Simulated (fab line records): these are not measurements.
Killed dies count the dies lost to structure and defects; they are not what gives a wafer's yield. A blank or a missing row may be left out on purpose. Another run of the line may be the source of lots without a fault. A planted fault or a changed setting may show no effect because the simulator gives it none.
A lot that was struck, set against a sound lot | flow n5 finfet | 20 steps out of a route of 1938
Sound: these wafers, L926.3, L926.4, L926.5. The struck wafers were L928.1, L928.5, L928.6. At the end, the cause is stated.
At each step with rows: each side's tool, then ch and its chambers, then its first start. Under that, the readings that differ: sound wafers | struck wafers | difference of the means | sigmas: that difference in standard deviations of wafers without a fault.
alike: same words and numbers on both sides, and readings whose means sit less than 2 such deviations apart. not compared: any withheld reading, any reading some wafer has no value for, any bound like >300 that may hide the same value, and any number with overlapping values for which the record gives no deviation.
Wherever a step has rows on one side only, a row that says differs or no value, or a row with sigmas, the two part there. Non-overlapping numbers with no deviation appear without sigmas and do not part them. Lack of a reading on every wafer of one side parts them only where that side has two or more wafers.

first, 8 steps without rows for these wafers: N5_BEOL_M6_CMP_52 (polishes, stops on SiCOH lowk, t overpolish 6.9 s, target thk 80 nm); N5_BEOL_M6_PRE_CLEAN_55 (time 15 s); N5_BEOL_M6_DEP_56 (deposits SiCN from 3MS/NH3, target thk 10 nm, time 17.5 s); N5_BEOL_M7_ILD_DEP_00 (deposits SiCOH lowk from DEMS/porogen, target thk 179.75 nm, time 33.4 s); N5_BEOL_M7_CURE_74 (cures SiCOH lowk, time 240 s); N5_BEOL_M7_PECVD_70 (deposits SiO2 from TEOS/O2, target thk 20 nm, time 22.7 s); N5_BEOL_M7_HM_DEP_02 (deposits TiN, target thk 20 nm); N5_BEOL_M7_COAT_59 (time 60 s, resist thk 100 nm).
N5_BEOL_M7_COAT_60: time 60 s, resist thk 35 nm.
  sound on litho track-02 ch 0, day 12 06:38; struck on litho track-02 ch 0, day 13 21:49
  reading                                    | sound                | struck               | difference | sigmas
  spin speed rpm (rpm)                       | 1501.0 1498.5 1500.3 | 1547.9 1543.4 1544.6 | +45.4      | +45
  model.SiARC_of_BEOL_M7_COAT_60.thk nm (nm) | 35 35.2 35           | 34.6 34.6 34.6       | -0.5       |
  alike: heater power total W
then, 7 steps without rows for these wafers: N5_BEOL_M7_COAT_05 (resist thk 90 nm); N5_BEOL_M7_EBR_07; N5_BEOL_M7_SOFTBAKE_06 (time 60 s); N5_BEOL_M7_EXPOSE_08 (exposes mask M7); N5_BEOL_M7_PEB_09 (peb time 60 s); N5_BEOL_M7_DEVELOP_10 (develop time 30 s); N5_BEOL_M7_DESCUM_16 (chemistry O2, time 7.9 s).
N5_BEOL_M7_ETCH_61: etches SiARC in CF4, target depth 45.5 nm, time 75.8 s.
  sound on rie diel-02 ch 0,2,3, day 12 07:10; struck on rie diel-06 ch 0,3, day 13 22:12
  reading                  | sound             | struck           | difference | sigmas
  model.etch.depth nm (nm) | 35.08 35.11 34.92 | 34.6 34.64 34.51 | -0.5       |
  alike: drypump motor current A, etch rf on time s, mfc ar sccm, oes product au, rf vpp V, showerhead plenum p Torr, throttle valve pct
  not compared: rf hours counter h, model.CAR-ArF_of_BEOL_M7_COAT_05.thk nm
N5_BEOL_M7_ETCH_62: etches SOC in N2/H2, target depth 110 nm, overetch 22 nm, time 165 s.
  sound on rie diel-02 ch 0,2,3, day 12 07:13; struck on rie diel-06 ch 0,3, day 13 22:15
  reading                                    | sound        | struck         | difference | sigmas
  model.SiARC_of_BEOL_M7_COAT_60.thk nm (nm) | 28.6 28.4 28 | 27.8 27.4 27.8 | -0.7       |
  alike: drypump motor current A, oes product au, rf vpp V, showerhead plenum p Torr, throttle valve pct
  not compared: rf hours counter h
then, 1 step without rows for these wafers: N5_BEOL_M7_STRIP_68 (strips in N2/H2).
N5_PASSIVATION_PROBE_49:
  rows exist in the record for the sound wafers here (prober-02, day 15 10:52), none for the struck ones

WHERE THEY PART
Earliest at N5_BEOL_M7_COAT_60; latest, in this record, at N5_PASSIVATION_PROBE_49.

WHY: the cause the simulator had injected
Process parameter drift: litho track-02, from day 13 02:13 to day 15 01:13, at N5_BEOL_M7_COAT_60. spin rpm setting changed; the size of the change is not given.
